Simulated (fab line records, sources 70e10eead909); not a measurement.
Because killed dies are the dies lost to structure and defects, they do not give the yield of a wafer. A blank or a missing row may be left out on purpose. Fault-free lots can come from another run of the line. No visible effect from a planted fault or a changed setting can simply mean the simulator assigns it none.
fab line records	flow nand_harc
record: lots: 6	wafers: 18	last_day: 32
route steps=1302 shown A_CHANNEL_FILL_D1@498 A_DECK1_JOINT@518 END@1302
lots that met no fault: from a run of the same line without faults
start_h: hours from the record's first day to the start of the lot's first wafer shown	wait_h: hours from the lot's prior step to this one	" identical to the entry in the row above	L1.1+2: one row covering several wafers at once	- no value, or no start given	* or withheld: withheld	< > ~ a bound
route shown NAME@n: names a module that has steps shown in the file, with the first one's number in the route	usual: mean and standard deviation over wafers with no fault	same: alike in all rows	chamber/n: place in a boat	sites: each site's reading	_std_site: standard deviation of those values	_edge_site: mean of outer sites minus mean of inner sites	radius_mm: for every site, how far away it sits from the centre of the wafer	mask NAME#n: copy n	behind: the most recent tool/chamber to have shaped the wafer	hold: why the lot went on hold/how many hours it stayed there/how the hold came to an end	device: names the non-switching transistor (n, p or np)	end of line: the same wafers' tests at the end of the route	step lacking rows: just its recipe	killed: dies that structure and defects cost at the first sort, which is not the same as the wafer's yield	map: a wafer's dies, marking killed ones x, the rest . and places with no die _
set.NAME: the setting as run; set.NAME@STEP: as run at that earlier step	model.NAME: the simulator's own value behind a step, which no gauge read
lots at some steps of the route; a table a step, a row a wafer
services: from which hour (start_h, from the record's first day; less than 0 if before it) a tool's chamber was out of use, for how many hours, and why
== steps ==
step: NHARC_A_CHANNEL_FILL_D1_CVD_18
recipe: target_thk_a: 30	temp_c: 550	material: poly-Si
step: NHARC_A_CHANNEL_FILL_D1_ETCHBACK_19
recipe: target_depth_a: 50	time_s: 1.7	hbr_flow_sccm: 150	cl2_flow_sccm: 50	rf_w: 400	icp_w: 400	bias_w: 100	chemistry: HBr/Cl2
usual: chamber_pressure_mTorr: 14.999/0.015	drypump_motor_current_A: 5.9/0.41	oes_product_au: 0.998/0.01	throttle_valve_pct: 26.406/0.0079
lot.wafer	tool	chamber	start_h	wait_h	chamber_pressure_mTorr	drypump_motor_current_A	oes_product_au	rf_hours_counter_h	throttle_valve_pct
L395.4	rie_si-04	2	253.46	0.4	14.957	5.4	0.986	0.48	26.405
L395.1	"	3	"	"	15.013	6.2	0.991	0.49	26.413
L395.5	"	0	"	"	14.983	5.4	1.008	-	26.411
L399.3	rie_si-04	2	296.68	0.4	14.984	5.4	0.994	0.74	26.392
L399.2	"	3	"	"	15.004	6.2	0.994	0.75	26.399
L399.5	"	3	"	"	15.006	6.2	0.989	-	26.402
L404.3	rie_si-05	2	355.95	0.4	14.973	6.0	0.981	0.35	26.415
L404.4	"	0	"	"	14.998	5.5	0.989	0.35	26.424
L404.2	"	1	"	"	15.013	5.4	0.987	0.31	26.400
L405.3	rie_si-03	2	355.97	0.4	14.962	5.9	0.992	0.75	26.411
L405.6	"	0	"	"	15.006	6.0	0.978	-	26.419
L405.5	"	1	"	"	15.006	6.5	0.995	-	26.417
L407.1	rie_si-03	2	386.36	0.4	15.025	5.9	0.994	0.96	26.412
L407.4	"	0	"	"	14.998	6.0	0.981	1.03	26.398
L407.6	"	2	"	"	15.004	5.8	0.980	-	26.396
L409.2	rie_si-04	0	399.45	0.4	15.001	5.4	0.999	0.26	26.398
L409.5	"	2	"	"	14.987	5.3	1.011	-	26.404
L409.6	"	3	"	"	14.963	6.2	1.006	-	26.392
step: NHARC_A_CHANNEL_FILL_D1_ETCHBACK_20
recipe: target_depth_a: 270	time_s: 13.5	c4f8_flow_sccm: withheld	o2_flow_sccm: 8	ar_flow_sccm: withheld	rf_w: 600	bias_w: 1500	chemistry: C4F8/O2/Ar
usual: chamber_pressure_mTorr: 25.00/0.032	oes_product_au: 0.97/0.035	rf_vpp_V: 980/5
lot.wafer	tool	chamber	start_h	wait_h	chamber_pressure_mTorr	oes_product_au	rf_hours_counter_h	rf_vpp_V
L395.4	rie_diel-01	2	253.58	-	25.00	1.00	2.6	977
L395.1	"	3	"	"	24.98	1.01	2.1	983
L395.5	"	1	"	"	25.00	1.00	-	987
L399.2	rie_diel-01	3	296.82	-	25.04	0.93	5.2	984
L399.3	"	0	"	"	25.01	0.92	3.7	972
L399.5	"	3	"	"	25.01	0.94	-	983
L404.3	rie_diel-01	0	356.08	-	24.98	0.92	6.7	971
L404.2	"	1	"	"	24.98	0.93	7.0	987
L404.4	"	2	"	"	25.02	0.91	8.2	978
L405.3	rie_diel-13	3	356.08	-	24.99	1.00	0.0	982
L405.5	"	2	"	"	24.98	1.02	-	980
L405.6	"	3	"	"	24.95	1.01	-	980
L407.4	rie_diel-13	3	386.50	-	25.01	1.00	2.4	980
L407.1	"	0	"	"	25.00	0.99	2.4	978
L407.6	"	1	"	"	24.97	0.97	-	984
L409.2	rie_diel-01	2	399.58	-	24.98	1.00	0.6	978
L409.6	"	3	"	"	24.99	1.01	-	983
L409.5	"	0	"	"	24.98	1.00	-	971
step: NHARC_A_CHANNEL_FILL_D1_STRIP_28
recipe: time_s: 20	o2_flow_sccm: 500	ar_flow_sccm: 0	bias_w: 0	chemistry: O2
step: NHARC_A_CHANNEL_FILL_D1_PRECLEAN_21
recipe: time_s: 30	chemistry: dHF
step: NHARC_A_CHANNEL_FILL_D1_SRD_23
step: NHARC_A_CHANNEL_FILL_D1_CVD_05
recipe: target_thk_a: 50	temp_c: 550	material: poly-Si
step: NHARC_A_CHANNEL_FILL_D1_ANNEAL_22
recipe: temp_c: 620	time_s: 7200
step: NHARC_A_CHANNEL_FILL_D1_ALD_25
recipe: target_thk_a: 600	pulse_time_s: 10	ald_cycles: 600	temp_c: 300	material: SiOx
step: NHARC_A_CHANNEL_FILL_D1_ETCHBACK_08
recipe: target_depth_a: 2200	time_s: 110	c4f8_flow_sccm: 20	ar_flow_sccm: withheld	rf_w: 600	bias_w: 300	chemistry: C4F8
step: NHARC_A_CHANNEL_FILL_D1_STRIP_29
recipe: time_s: 20	o2_flow_sccm: 500	ar_flow_sccm: 0	bias_w: 0	chemistry: O2
usual: chamber_pressure_mTorr: 60.01/0.051	drypump_motor_current_A: 6.0/0.59	oes_product_au: 0.998/0.0094	rf_vpp_V: 57.9/0.81	showerhead_plenum_p_Torr: 3.58/0.13	throttle_valve_pct: 17.038/0.0093
lot.wafer	tool	chamber	start_h	wait_h	chamber_pressure_mTorr	drypump_motor_current_A	oes_product_au	rf_hours_counter_h	rf_vpp_V	showerhead_plenum_p_Torr	throttle_valve_pct
L395.4	rie_diel-13	3	-	-	60.00	6.1	1.003	5.7	58.7	3.59	17.041
L395.1	"	2	"	"	59.94	6.5	0.980	3.1	58.8	3.55	17.013
L395.5	"	0	"	"	60.05	6.3	1.006	-	56.6	3.51	17.049
L399.3	rie_diel-13	2	316.16	0.1	59.92	6.5	1.007	5.9	58.7	3.54	17.027
L399.2	"	3	"	"	59.97	6.1	1.005	8.4	59.0	3.59	17.033
L399.5	"	2	"	"	60.00	6.5	1.002	-	59.2	3.54	17.053
L405.3	rie_diel-09	1	-	-	60.01	6.3	0.982	1.8	57.3	3.40	17.028
L405.6	"	2	"	"	59.97	6.6	0.990	-	57.3	3.42	17.029
L405.5	"	3	"	"	59.99	5.4	0.994	-	57.0	3.77	17.037
L404.4	rie_diel-01	0	-	-	60.03	5.9	0.997	7.3	57.1	3.35	17.025
L404.3	"	1	"	"	59.95	5.4	0.997	7.5	58.6	3.75	17.038
L404.2	"	2	"	"	59.98	6.8	0.985	8.8	58.3	3.51	17.022
L407.1	rie_diel-01	3	-	-	59.97	5.5	1.008	0.7	58.1	3.64	17.027
L407.4	"	1	"	"	59.99	5.4	0.989	0.5	55.6	3.75	17.037
L407.6	"	2	"	"	59.99	6.8	0.998	-	57.3	3.51	17.040
L409.2	rie_diel-09	1	-	-	60.00	6.3	0.989	4.2	58.3	3.40	17.055
L409.5	"	2	"	"	60.04	6.6	0.998	-	58.7	3.42	17.038
L409.6	"	3	"	"	60.00	5.4	1.005	-	56.6	3.76	17.040
step: NHARC_A_CHANNEL_FILL_D1_PRECLEAN_30
recipe: time_s: 30	chemistry: dHF
lot.wafer	tool	chamber	start_h	wait_h
L395.4+5+1	wet_bench-01	5,7,1	274.92	-
L399.3+5+2	wet_bench-01	6,7,3	316.26	-
L405.5+3+6	wet_bench-09	3,4,7	373.81	-
L404.2+3+4	wet_bench-01	7,2,3	373.91	-
L407.6+4+1	wet_bench-09	3,4,6	404.41	-
L409.2+5+6	wet_bench-01	7,0,1	417.10	-
step: NHARC_A_CHANNEL_FILL_D1_SRD_31
step: NHARC_A_CHANNEL_FILL_D1_CVD_09
recipe: target_thk_a: 1500	temp_c: 620	pressure_mtorr: 200	time_s: 3000	material: poly-Si
step: NHARC_A_CHANNEL_FILL_D1_CMP_10
recipe: target_thk_nm: 150
step: NHARC_A_CHANNEL_FILL_D1_SRD_12
step: NHARC_A_DECK1_JOINT_ETCHBACK_07
recipe: target_depth_a: 1050	time_s: 26.9	hbr_flow_sccm: 150	rf_w: 350	icp_w: 350	bias_w: 60	chemistry: HBr
usual: chamber_pressure_mTorr: 14.999/0.014	drypump_motor_current_A: 5.6/0.36	oes_product_au: 0.998/0.0092	throttle_valve_pct: 23.267/0.0089
lot.wafer	tool	chamber	start_h	wait_h	chamber_pressure_mTorr	drypump_motor_current_A	oes_product_au	rf_hours_counter_h	throttle_valve_pct
L395.1	rie_si-06	3	281.08	0.1	15.000	5.9	1.010	0.1	23.279
L395.4	"	0	"	"	15.016	5.6	1.003	0.1	23.262
L395.5	"	3	"	"	14.999	5.9	1.005	-	23.261
L399.2	rie_si-02	0	322.30	0.1	14.983	5.4	0.980	0.1	23.270
L399.3	"	1	"	"	15.007	5.4	0.999	0.2	23.255
L399.5	"	3	"	"	14.987	6.4	0.973	-	23.276
L404.2	rie_si-01	3	379.97	0.1	15.005	6.1	1.009	0	23.263
L404.4	"	0	"	"	14.992	5.2	0.996	0	23.274
L404.3	"	1	"	"	14.968	5.6	0.999	0	23.263
L405.3	rie_si-02	2	380.00	0.1	15.006	5.3	0.985	0.6	23.279
L405.5	"	3	"	"	14.987	6.3	1.009	-	23.278
L405.6	"	0	"	"	14.997	5.3	0.991	-	23.266
L407.1	rie_si-01	0	410.54	0.1	14.999	5.2	0.994	0.1	23.266
L407.6	"	2	"	"	15.026	5.8	0.996	-	23.269
L407.4	"	3	"	"	15.000	6.1	1.006	-	23.270
L409.2	rie_si-06	0	423.12	0.1	14.988	5.6	1.003	1.0	23.276
L409.6	"	1	"	"	15.012	5.5	0.976	-	23.251
L409.5	"	2	"	"	15.010	5.1	0.990	-	23.266
step: NHARC_A_DECK1_JOINT_ETCH_25
recipe: target_depth_a: 5	chemistry: dHF	material: SiO2
step: NHARC_A_DECK1_JOINT_ETCH_19
recipe: temp_c: 25	target_depth_a: 30	chemistry: TMAH	material: poly-Si
step: NHARC_A_DECK1_JOINT_ETCH_18
recipe: target_depth_a: 30	chemistry: dHF	material: SiO2
step: NHARC_A_DECK1_JOINT_WET_08
recipe: temp_c: 160	time_s: 86	chemistry: H3PO4
step: NHARC_A_DECK1_JOINT_ETCH_09
recipe: target_depth_a: 50	chemistry: dHF	material: SiO2
step: NHARC_A_DECK1_JOINT_WET_10
recipe: temp_c: 160	time_s: 86	chemistry: H3PO4
step: NHARC_A_DECK1_JOINT_ETCH_11
recipe: target_depth_a: 350	chemistry: dHF	material: SiO2
step: NHARC_A_DECK1_JOINT_CVD_12
recipe: target_thk_a: 900	temp_c: 620	pressure_mtorr: 200	time_s: 1800	material: poly-Si
step: NHARC_A_DECK1_JOINT_CMP_13
recipe: target_thk_nm: 51.023
usual: motor_current_A: 11.7/0.97	time_to_endpoint_s: 8.4/2.4
lot.wafer	tool	chamber	start_h	wait_h	motor_current_A	time_to_endpoint_s
L395.1	cmp-01	2	291.36	0.4	10.3	10.5
L395.4	"	0	"	"	11.7	10.5
L395.5	"	2	"	"	9.9	9.0
L399.2	cmp-04	3	332.42	0.4	11.6	8.7
L399.3	"	0	"	"	12.7	13.3
L399.5	"	3	"	"	11.4	10.6
L405.3	cmp-04	2	392.87	0.4	13.5	5.9
L405.5	"	2	"	"	12.7	6.4
L405.6	"	3	"	"	12.4	6.9
L404.3	cmp-03	2	392.87	0.4	11.9	7.0
L404.2	"	3	"	"	11.5	11.3
L404.4	"	1	"	"	10.9	9.2
L407.4	cmp-01	3	420.81	0.4	11.8	5.2
L407.1	"	2	"	"	10.0	3.7
L407.6	"	3	"	"	11.2	6.3
L409.2	cmp-01	1	436.47	0.4	11.8	7.0
L409.6	"	1	"	"	12.8	8.2
L409.5	"	2	"	"	10.2	8.4
step: NHARC_A_DECK1_JOINT_THK_MEAS_14
recipe: thk_meas_gauge: ellipsometry
usual: thk_nm: 50.7/1.4
lot.wafer	tool	chamber	start_h	wait_h	thk_nm
L395.1	film_metro-02	-	291.59	0.2	51.3
L395.4	"	-	"	"	51.9
L395.5	"	-	"	"	49.7
L399.2	film_metro-02	-	332.67	0.2	50.4
L399.3	"	-	"	"	54.1
L399.5	"	-	"	"	50.4
L404.2	film_metro-01	-	393.13	0.2	51.1
L404.3	"	-	"	"	49.2
L404.4	"	-	"	"	52.3
L405.3	film_metro-02	-	393.13	0.2	48.6
L405.5	"	-	"	"	51.5
L405.6	"	-	"	"	50.4
L407.1	film_metro-02	-	421.07	0.2	51.5
L407.4	"	-	"	"	51.2
L407.6	"	-	"	"	50.7
L409.2	film_metro-01	-	436.72	0.2	52.1
L409.5	"	-	"	"	51.4
L409.6	"	-	"	"	51.1
step: NHARC_A_DECK1_JOINT_SRD_04
step: NHARC_A_DECK1_JOINT_ETCHBACK_00
recipe: target_depth_a: 300	time_s: 17.4	hbr_flow_sccm: 150	rf_w: 350	icp_w: 350	bias_w: 60	chemistry: HBr
step: NHARC_A_DECK1_JOINT_PRECLEAN_30
recipe: time_s: *	temp_c: 50	bath_age_min: 0	chemistry: SC1
step: NHARC_A_DECK1_JOINT_SRD_31
step: NHARC_A_DECK1_JOINT_CVD_34
recipe: target_thk_a: 200	temp_c: 700	pressure_mtorr: 300	material: SiNx
step: NHARC_A_DECK1_JOINT_DEP_06
recipe: target_thk_a: 800	temp_c: 65	material: SiOx
step: NHARC_A_DECK1_JOINT_CURE_26
recipe: temp_c: 150	time_s: 32	pressure_atm: 0.395
step: NHARC_A_DECK1_JOINT_ANNEAL_27
recipe: temp_c: 400	time_s: 3600	idle_temp_c: 300	ramp_up_c_per_min: 10	densification_p_h2o_torr: 640
step: NHARC_A_DECK1_JOINT_ANNEAL_28
recipe: temp_c: 500	time_s: 1800	idle_temp_c: 400	ramp_up_c_per_min: 10	densification_p_h2o_torr: 640
step: NHARC_A_DECK1_JOINT_ANNEAL_29
recipe: temp_c: 750	time_s: 1800	idle_temp_c: 500	ramp_up_c_per_min: 10	ramp_down_c_per_min: 3
step: NHARC_A_DECK1_JOINT_CMP_02
recipe: material: SiOx
step: NHARC_END_SORT_01
recipe: temp_c: 25
usual: killed_at_array: 61/20	killed_at_other: 0.9/1.1	killed_at_periphery: 3.7/2.5	killed_dies: 65/21	killed_open: 3.3/1.8	killed_short: 2.3/1.5
same: gross_dies: 677
lot.wafer	tool	chamber	start_h	wait_h	killed_at_array	killed_at_other	killed_at_periphery	killed_dies	killed_open	killed_short
L395.1	prober-02	0	597.41	2.5	75	2	3	80	2	2
L395.4	prober-02	0	599.84	3.4	85	5	3	93	3	3
L395.5	prober-02	0	600.65	3.7	157	3	6	166	3	0
L399.2	prober-02	0	644.92	2.8	81	0	7	88	3	2
L399.3	prober-02	0	645.72	3.1	79	0	4	83	4	4
L399.5	prober-02	0	647.32	3.7	159	1	5	165	3	2
L404.2	prober-01	0	709.66	2.8	33	1	2	36	3	1
L404.3	prober-01	0	710.46	3.1	42	1	3	46	4	1
L404.4	prober-01	0	711.26	3.4	35	0	2	37	4	3
L405.3	prober-01	0	732.95	3.1	48	0	1	49	3	1
L405.5	prober-01	0	734.58	3.8	54	1	2	57	5	1
L405.6	prober-01	0	735.39	4.1	51	0	3	54	4	4
L407.1	prober-01	0	748.30	2.5	40	0	1	41	1	0
L407.4	prober-01	0	750.69	3.4	55	2	4	61	1	4
L407.6	prober-01	0	752.29	4.0	52	0	3	55	5	1
L409.2	prober-01	0	770.14	2.8	73	1	3	77	2	3
L409.5	prober-01	0	772.55	3.7	80	1	2	83	1	2
L409.6	prober-01	0	773.36	4.0	76	1	2	79	3	2
killed by level:class
L395.1 A_CHANNEL_HOLE_D1:chamber_film_flake=24 A_SLIT:chamber_film_flake=23 A_CHANNEL_HOLE_D2:chamber_film_flake=21 P_M2:chamber_film_flake=2 THIN_TSV:chamber_film_flake=2 A_CHANNEL_HOLE_D1:geometric_particle:open=1 A_CHANNEL_FILL_D2:geometric_particle:short=1 A_WL_FILL:geometric_particle:short=1
L395.4 A_SLIT:chamber_film_flake=26 A_CHANNEL_HOLE_D2:chamber_film_flake=25 A_CHANNEL_HOLE_D1:chamber_film_flake=24 A_STAIRCASE:chamber_film_flake=4 THIN_TSV:chamber_film_flake=3 A_ONON_D2:geometric_particle:short=2 P_M2:chamber_film_flake=2 A_M0:chamber_film_flake=2
L395.5 A_CHANNEL_FILL_D1:unspecified=63 A_CHANNEL_HOLE_D2:chamber_film_flake=33 A_CHANNEL_HOLE_D1:chamber_film_flake=27 A_SLIT:chamber_film_flake=23 P_M2:chamber_film_flake=4 A_STAIRCASE:chamber_film_flake=3 A_M0:chamber_film_flake=3 THIN_TSV:chamber_film_flake=3
L399.2 A_CHANNEL_HOLE_D1:chamber_film_flake=33 A_SLIT:chamber_film_flake=24 A_CHANNEL_HOLE_D2:chamber_film_flake=9 P_GATE:chamber_film_flake=5 A_CONTACT:chamber_film_flake=3 A_CHANNEL_FILL_D1:geometric_particle:open=2 P_M2:chamber_film_flake=2 A_CHANNEL_FILL_D2:chamber_film_flake=2
L399.3 A_CHANNEL_HOLE_D1:chamber_film_flake=37 A_CHANNEL_HOLE_D2:chamber_film_flake=13 A_SLIT:chamber_film_flake=13 P_M2:chamber_film_flake=4 A_STAIRCASE:chamber_film_flake=4 A_WL_FILL:chamber_film_flake=2 A_CHANNEL_HOLE_D1:geometric_particle:short=1 A_DECK1_JOINT:geometric_particle:open=1
L399.5 A_CHANNEL_FILL_D1:unspecified=70 A_CHANNEL_HOLE_D1:chamber_film_flake=34 A_SLIT:chamber_film_flake=28 A_CHANNEL_HOLE_D2:chamber_film_flake=13 A_WL_FILL:chamber_film_flake=3 A_CONTACT:chamber_film_flake=3 P_M2:chamber_film_flake=2 A_DECK1_JOINT:chamber_film_flake=2
L404.2 A_CHANNEL_HOLE_D2:chamber_film_flake=14 A_ZERO_WELL:chamber_film_flake=4 A_SLIT:chamber_film_flake=4 A_DECK1_JOINT:chamber_film_flake=3 A_CHANNEL_HOLE_D1:chamber_film_flake=3 A_CONTACT:chamber_film_flake=2 P_GATE:geometric_particle:open=1 P_CONTACT:geometric_particle:open=1
L404.3 A_CHANNEL_HOLE_D2:chamber_film_flake=17 A_CHANNEL_HOLE_D1:chamber_film_flake=10 A_CONTACT:chamber_film_flake=4 A_SLIT:chamber_film_flake=3 A_BONDPAD:chamber_film_flake=2 P_GATE:geometric_particle:open=1 P_M0:geometric_particle:open=1 A_CHANNEL_HOLE_D1:geometric_particle:open=1
L404.4 A_CHANNEL_HOLE_D2:chamber_film_flake=12 A_SLIT:chamber_film_flake=8 A_CONTACT:chamber_film_flake=4 A_CHANNEL_HOLE_D1:chamber_film_flake=3 A_M0:geometric_particle:open=2 A_DECK1_JOINT:chamber_film_flake=2 P_GATE:geometric_particle:open=1 P_M0:geometric_particle:short=1
L405.3 A_CHANNEL_HOLE_D1:chamber_film_flake=27 A_CONTACT:chamber_film_flake=13 A_CHANNEL_FILL_D1:chamber_film_flake=2 A_SOURCE_PLATE:geometric_particle:short=1 A_CHANNEL_FILL_D1:geometric_particle:open=1 A_WL_FILL:geometric_particle:open=1 A_M0:geometric_particle:open=1 P_GATE:chamber_film_flake=1
L405.5 A_CHANNEL_HOLE_D1:chamber_film_flake=25 A_CONTACT:chamber_film_flake=17 A_SLIT:chamber_film_flake=5 A_STAIRCASE:chamber_film_flake=2 P_CONTACT:geometric_particle:open=1 P_M0:geometric_particle:open=1 A_CHANNEL_FILL_D1:geometric_particle:short=1 A_DECK1_JOINT:geometric_particle:open=1
L405.6 A_CHANNEL_HOLE_D1:chamber_film_flake=31 A_CONTACT:chamber_film_flake=10 A_ONON_D2:geometric_particle:short=2 A_SLIT:chamber_film_flake=2 P_M0:geometric_particle:open=1 A_CHANNEL_FILL_D1:geometric_particle:short=1 A_DECK1_JOINT:geometric_particle:open=1 A_CHANNEL_FILL_D2:chamber_film_flake=1
L407.1 A_SLIT:chamber_film_flake=25 A_CHANNEL_HOLE_D1:chamber_film_flake=7 A_CONTACT:chamber_film_flake=4 A_M0:geometric_particle:open=1 P_STI:chamber_film_flake=1 A_DECK1_JOINT:chamber_film_flake=1 A_CHANNEL_HOLE_D2:chamber_film_flake=1 A_M0:chamber_film_flake=1
L407.4 A_SLIT:chamber_film_flake=25 A_CHANNEL_HOLE_D1:chamber_film_flake=11 A_STAIRCASE:chamber_film_flake=5 A_CONTACT:chamber_film_flake=5 A_CHANNEL_FILL_D1:geometric_particle:short=3 P_BONDPAD:chamber_film_flake=3 A_M0:chamber_film_flake=3 THIN_TSV:chamber_film_flake=2
L407.6 A_SLIT:chamber_film_flake=27 A_CHANNEL_HOLE_D1:chamber_film_flake=8 A_STAIRCASE:chamber_film_flake=5 A_M0:chamber_film_flake=4 A_CONTACT:chamber_film_flake=3 P_M0:geometric_particle:open=1 P_BONDPAD:geometric_particle:open=1 A_CHANNEL_FILL_D2:geometric_particle:open=1
L409.2 A_CHANNEL_HOLE_D1:chamber_film_flake=36 A_SLIT:chamber_film_flake=22 A_CONTACT:chamber_film_flake=6 A_STAIRCASE:chamber_film_flake=2 A_M1:chamber_film_flake=2 P_STI:geometric_particle:open=1 A_CHANNEL_HOLE_D1:geometric_particle:open=1 A_CHANNEL_FILL_D1:geometric_particle:short=1
L409.5 A_CHANNEL_HOLE_D1:chamber_film_flake=36 A_SLIT:chamber_film_flake=26 A_CONTACT:chamber_film_flake=6 A_WL_FILL:geometric_particle:short=2 A_DECK1_JOINT:chamber_film_flake=2 A_STAIRCASE:chamber_film_flake=2 A_M1:chamber_film_flake=2 A_WL_FILL:geometric_particle:open=1
L409.6 A_CHANNEL_HOLE_D1:chamber_film_flake=36 A_SLIT:chamber_film_flake=27 A_STAIRCASE:chamber_film_flake=3 A_CONTACT:chamber_film_flake=3 P_CONTACT:geometric_particle:open=2 A_DECK1_JOINT:chamber_film_flake=2 A_CHANNEL_FILL_D1:geometric_particle:short=1 A_DECK1_JOINT:geometric_particle:open=1
map L395.5 (x killed, . not)
____________.____________
_________.....x._________
_______..........._______
______..........x..______
_____........x......_____
____........x....x...____
____...x..x..........____
___....xx.x...........___
___....xx.x...........___
__..xxxxx.x............__
__x....xxxx..x...x.x..x__
_...x.xxxx..x..x........_
_xxxxxxxxx.x.......x...._
_..xxxxx.x.x............_
_.x.xxxxx.............xx_
_.xxxxxxxxx..........xxx_
..xxxxxxxx...x........xxx
..xxxxxxxx........xx.xxxx
..xxxxxx.x..........xxx..
x..xxxxx.x.x..........x.x
...xxxxx.......x.......x.
_..xx.xxxx...........x.x_
_..x..x.xxxx.........xxx_
_....xxxxxxxx........x.._
_....x.xx.x............._
_..x....x..x............_
__......xx.............__
__.......xx............__
___.....x.............___
___...................___
____...............x.____
____.................____
_____..............._____
______.............______
_______..........._______
_________..x...._________
____________.____________
map L399.5 (x killed, . not)
____________.____________
_________......._________
_______..........._______
______..........x..______
_____..............._____
____.........x.......____
____.................____
___...................___
___...................___
__.....................__
__...xxx...............__
_....xxx................_
_..xxxxxx..............._
_.xxxxxxxx.............._
_x.xxxxxxx...........x.x_
_.xxxxxxxx.........x.x.x_
...xxxxxx..x........xxxxx
..xxxxxxxx..........x.xxx
...xxxxxxx...........xxxx
..xxxxxxxxx......x.xxxxxx
...x.xxxxx........x...xx.
_...x...xxxx..x.......x._
_....xxxxxx.x...x...x..._
_.x.x.xxxxxxx..........._
_......xxx.x.xxx........_
_......xxx.x............_
__....x....x...........__
__.......x.xx........x.__
___....x..x..x..x.....___
___.........x.........___
____........x.x......____
____.................____
_____......xxx......_____
______.......x.x...______
_______...xx.x.x.._______
_________..xxxx._________
____________.____________
== services ==
tool	chamber	start_h	hours	kind
cmp-04	-	243.70	3.9	repair
rie_diel-01	1	245.66	4.3	repair
rie_diel-13	2	246.43	11.5	repair
rie_diel-09	3	248.15	5.3	repair
rie_si-06	-	249.00	9.0	pm
rie_diel-13	3	259.19	2.5	repair
rie_si-04	2	268.53	9.9	repair
cmp-01	-	272.90	2.1	repair
wet_bench-01	-	277.60	8.0	pm
rie_si-04	3	281.77	6.3	repair
cmp-01	-	283.50	4.0	pm
rie_diel-13	0	312.82	31.4	repair
rie_diel-01	2	318.71	13.5	repair
cmp-01	-	319.64	1.3	repair
rie_diel-13	-	342.00	9.0	pm
rie_si-04	-	342.00	9.0	pm
cmp-01	-	351.33	0.3	repair
rie_diel-13	0	357.28	3.9	repair
cmp-01	-	360.76	0.5	repair
rie_diel-01	-	380.80	9.0	pm
cmp-01	-	381.50	4.0	pm
rie_diel-13	2	390.01	2.6	repair
cmp-01	-	404.20	2.3	repair
rie_diel-01	3	409.09	9.2	repair
== key ==
first_sign: step: NHARC_END_SORT_01	reading: killed_dies	direction: up	sigmas: 4.8	usual: 65	struck: 166
effect: step: NHARC_END_SORT_01	reading: killed_at_array	direction: up	sigmas: 4.7	usual: 61	struck: 158
more_kills_born_at: NHARC_A_CHANNEL_FILL_D1_PRECLEAN_30@wet_bench-01: 133
met_at NHARC_A_CHANNEL_FILL_D1_PRECLEAN_30
struck_wafers L395.5,L399.5
tester_left_out L395,L399
fault: kind: chamber_particle_source	tool: wet_bench-01	chamber: 7	onset_h: 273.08	steps: NHARC_A_CHANNEL_FILL_D1_PRECLEAN_30	rate_per_visit_cm2: 0.3937	end_h: 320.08
tester_left_out: of these lots the tester's yield and bins aren't shown, on N5 and GAA mostly nor the transistor test; their killed dies are dies lost to structure and defects alone, not to doping, threshold or leakage, so they don't give the yield
